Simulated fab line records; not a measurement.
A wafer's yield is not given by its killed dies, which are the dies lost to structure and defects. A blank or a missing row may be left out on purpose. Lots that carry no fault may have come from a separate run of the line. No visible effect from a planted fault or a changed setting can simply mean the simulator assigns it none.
A lot that was struck, set against a sound lot | flow nand harc | 14 steps out of a route of 1302
Sound: these wafers, L749.2, L749.4, L749.5. Struck: wafer L765.4 (L765.2, L765.5, from the same lot, were not struck and are left out); the cause is given at the end.
At each step with rows: each side's tool, then ch and its chambers, then its first start. Under that, the readings that differ: sound wafers | struck wafers | difference of the means | sigmas: that difference in standard deviations of wafers without a fault.
alike: a reading whose means differ by less than 2 such deviations, as well as words and numbers matching on both sides. not compared: withheld readings; readings where some wafer has no value; bounds like >300 that might hide an equal value; numbers whose values overlap and for which the record gives no deviation.
The two part at a step that has a row with sigmas, a row that says differs or no value, or rows on one side only. Numbers that don't overlap but have no deviation are shown without sigmas and don't part them. Lack of a reading on every wafer of one side parts them only where that side has two or more wafers.

first, 7 steps without rows for these wafers: NHARC_A_BONDPAD_COAT_33 (time 65 s); NHARC_A_BONDPAD_COAT_03 (resist thk 600 nm); NHARC_A_BONDPAD_SOFTBAKE_04 (time 70 s); NHARC_A_BONDPAD_EBR_05; NHARC_A_BONDPAD_EXPOSE_06 (exposes mask A BPAD); NHARC_A_BONDPAD_PEB_07 (peb time 80 s); NHARC_A_BONDPAD_DEVELOP_08 (time 50 s).
NHARC_A_BONDPAD_CD_MEAS_09: target cd 500 nm.
  sound on cd sem-02 ch 0, day 24 12:56; struck on cd sem-03 ch 0, day 30 21:51
  reading    | sound             | struck | difference | sigmas
  cd nm (nm) | 504.6 504.2 500.2 | 495.3  | -7.7       | -3
NHARC_A_BONDPAD_OVL_MEAS_35:
  struck on overlay-02, day 30 21:56; sound on overlay-01, day 24 13:01
  alike: overlay x nm, overlay y nm
then, 1 step without rows for these wafers: NHARC_A_BONDPAD_HARDBAKE_10 (time 65 s).
NHARC_A_BONDPAD_DESCUM_11: chemistry O2, time 3 s.
  sound on rie diel-06 ch 0,1, day 24 13:09; struck on rie diel-06 ch 0, day 30 22:04
  alike: drypump motor current A, oes product au, rf vpp V, showerhead plenum p Torr, throttle valve pct
  not compared: rf hours counter h
NHARC_A_BONDPAD_ETCH_34: etches the open film in N2/H2, target depth 60 nm, overetch 18 nm, time 65.91 s.
  sound on rie diel-06 ch 1,3, day 24 13:14; struck on rie diel-06 ch 3, day 30 22:10
  alike: bias w, drypump motor current A, oes product au, rf fwd power W, rf vpp V, showerhead plenum p Torr, throttle valve pct
  not compared: rf hours counter h
NHARC_A_BONDPAD_ETCH_12: etches the open film in CHF3/O2, target depth 220 nm, time 110 s.
  sound on rie diel-06 ch 0,1,3, day 24 13:19; struck on rie diel-06 ch 1, day 30 22:16
  reading               | sound             | struck | difference | sigmas
  oes product au (a.u.) | 0.981 0.960 0.987 | 0.738  | -0.238     | -10
  rf fwd power W (W)    | 497.2 498.1 496.1 | 293.9  | -203.2     | -99 or more
  alike: bias w, drypump motor current A, rf vpp V, showerhead plenum p Torr, throttle valve pct
  not compared: rf hours counter h
NHARC_A_BONDPAD_CD_MEAS_13:
  struck on cd sem-02, day 30 22:23; sound on cd sem-03, day 24 13:28
  reading    | sound       | struck | difference | sigmas
  cd nm (nm) | 503 505 499 | 494    | -8         | -3

== WHERE THEY PART ==
Earliest at NHARC_A_BONDPAD_CD_MEAS_09; latest, in this record, at NHARC_A_BONDPAD_CD_MEAS_13.

WHY: what had been put in by the simulator
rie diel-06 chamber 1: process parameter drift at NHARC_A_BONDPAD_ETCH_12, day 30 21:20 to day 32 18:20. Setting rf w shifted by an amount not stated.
